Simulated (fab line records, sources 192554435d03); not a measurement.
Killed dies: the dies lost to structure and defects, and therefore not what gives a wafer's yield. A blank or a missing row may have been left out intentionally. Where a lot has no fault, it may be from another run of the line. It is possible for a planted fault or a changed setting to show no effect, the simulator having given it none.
Chamber matching -- flow n5 finfet -- uv cure-01 running N5_BEOL_M6_CURE_74: 3 sister chambers
The step cures SiCOH lowk, time 240 s. 3 wafers are shown with their chamber, then 12 later ones without.

== EACH WAFER AND ITS CHAMBER ==
wafer,chamber,wafer_temp_C_max
L088.6,0,386.0
L090.6,2,387.8
L091.3,1,386.6

== WAFERS WHOSE CHAMBER IS MISSING ==
wafer,wafer_temp_C_max
L094.1,386.4
L094.2,386.1
L094.6,385.9
L094.3,386.1
L094.4,386.1
L094.5,385.9
L096.2,387.9
L096.5,388.9
L096.6,387.8
L097.4,386.8
L097.5,386.5
L097.6,386.4

== WHICH CHAMBER EACH WENT THROUGH ==
wafer,from the rows above,in truth
L094.1,can't be placed: 1 or 0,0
L094.2,can't be placed: 0 or 1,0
L094.6,can't be placed: 0 or 1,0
L094.3,can't be placed: 0 or 1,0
L094.4,can't be placed: 0 or 1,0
L094.5,can't be placed: 0 or 1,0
L096.2,2,2
L096.5,2,2
L096.6,2,2
L097.4,can't be placed: 1 or 0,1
L097.5,can't be placed: 1 or 0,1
L097.6,can't be placed: 1 or 0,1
3 of 12 placed correctly. Cannot be placed on the basis of these rows: 9; the candidates contain the true chamber in 9. 0 placed wrongly.
How it was worked out, from the rows above alone: a wafer's distance from a chamber is the root of the sum, over the readings, of the square of ((its reading less the chamber's mean) divided by the reading's scatter). If the next closest chamber is less than 2 further off than the closest, the wafer can't be placed; otherwise it belongs to the closest. Each chamber's mean is taken over the wafers shown for it. The scatter: root of mean squared gap, hidden wafer to nearest shown wafer, with one shown wafer a chamber.
